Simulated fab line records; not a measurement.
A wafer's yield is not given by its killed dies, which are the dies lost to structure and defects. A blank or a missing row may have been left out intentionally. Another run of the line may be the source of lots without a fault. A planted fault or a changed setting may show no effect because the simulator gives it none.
Comparing a struck lot with a sound one	flow nand harc	13 steps out of a route of 1302
Sound: these wafers, L542.1, L542.2, L542.6. Wafers struck: L540.3, L540.4, L540.5. The cause is given at the end.
Per side, at each step with rows, come the tool, then ch with its chambers, and then its first start. Under that, the readings that differ: sound wafers	struck wafers	difference of the means	sigmas: that difference in standard deviations of wafers without a fault.
alike: readings with means less than 2 such deviations apart, plus words and numbers identical on both sides. not compared: withheld readings, readings lacking a value on some wafer, bounds such as >300 that could conceal the same value, and numbers that have no deviation in the record and whose values overlap.
The two part at a step that has a row with sigmas, a row that says differs or no value, or rows on one side only. Numbers that don't overlap but have no deviation are shown without sigmas and don't part them. A reading missing from all wafers of one side parts the sides only when that side holds two or more wafers.

NHARC_A_WL_FILL_CVD_03: deposits W, target thk 40 nm, time 279 s.
  sound on cvd w-01 ch 0,1, day 25 03:27; struck on cvd w-01 ch 0,1, day 23 17:43
  alike: heater power outer w, heater power w, throttle valve pct
NHARC_A_WL_FILL_ETCHBACK_04: etches the open film in NF3, target depth 60 nm, time 120 s.
  sound on rie metal-01 ch 0,1, day 25 03:49; struck on rie metal-01 ch 0,1, day 23 18:03
  alike: chamber pressure mTorr, drypump motor current A, oes product au
  not compared: rf hours counter h
then, 1 step without rows for these wafers: NHARC_A_WL_FILL_ETCHBACK_05 (etches the open film in Cl2/BCl3, target depth 22 nm, time 60 s).
NHARC_A_WL_FILL_STRIP_27: strips in N2/H2, time 20 s.
  sound on plasma asher-01 ch 0,1, day 25 04:12; struck on plasma asher-01 ch 0,1, day 23 18:37
  alike: drypump motor current A, heater power w
  not compared: rf hours counter h
then, 5 steps without rows for these wafers: NHARC_A_WL_FILL_STRIP_28 (strips in post etch residue remover, time 1200 s); NHARC_A_WL_FILL_PRECLEAN_06 (cleans in DIW, time 300 s); NHARC_A_WL_FILL_SRD_07; NHARC_A_WL_FILL_ANNEAL_08 (time 1800 s); NHARC_A_WL_FILL_ALD_10 (deposits SiO2, target thk 50 nm, pulse time 10 s, ald cycles 500).
NHARC_A_WL_FILL_ETCHBACK_16: etches the open film in C4F8/O2/Ar, target depth 120 nm, time 24 s.
  sound on rie diel-02 ch 0,2,3; struck on rie diel-02 ch 0,3
  alike: bias w, chamber pressure mTorr, oes product au, rf vpp V
  not compared: rf hours counter h
NHARC_A_WL_FILL_STRIP_29: strips in O2, time 20 s.
  sound on rie diel-02 ch 0,2,3, day 25 14:22; struck on rie diel-02 ch 0,2, day 24 06:05
  alike: drypump motor current A, oes product au, rf vpp V, showerhead plenum p Torr, throttle valve pct
  not compared: rf hours counter h
NHARC_A_WL_FILL_ETCHBACK_17: etches the open film in Cl2/BCl3, target depth 4 nm, time 26.7 s.
  sound on rie metal-01 ch 0,1, day 25 14:27; struck on rie metal-03 ch 0,1, day 24 06:13
  no value came back on the struck wafers for chamber pressure mTorr (mTorr), drypump motor current A (A), oes product au (a.u.); on the sound wafers chamber pressure mTorr (mTorr) reads 10.011 10.003 9.997
  not compared: rf hours counter h
then, 1 step without rows for these wafers: NHARC_A_WL_FILL_PRECLEAN_18 (cleans in dHF, time 30 s).

WHERE THEY PART
Only at NHARC_A_WL_FILL_ETCHBACK_17, within this record.

WHY: what the simulator had put in
Whole step skipped at NHARC_A_WL_FILL_ETCHBACK_17 on rie metal-03, starting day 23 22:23. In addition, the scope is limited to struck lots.
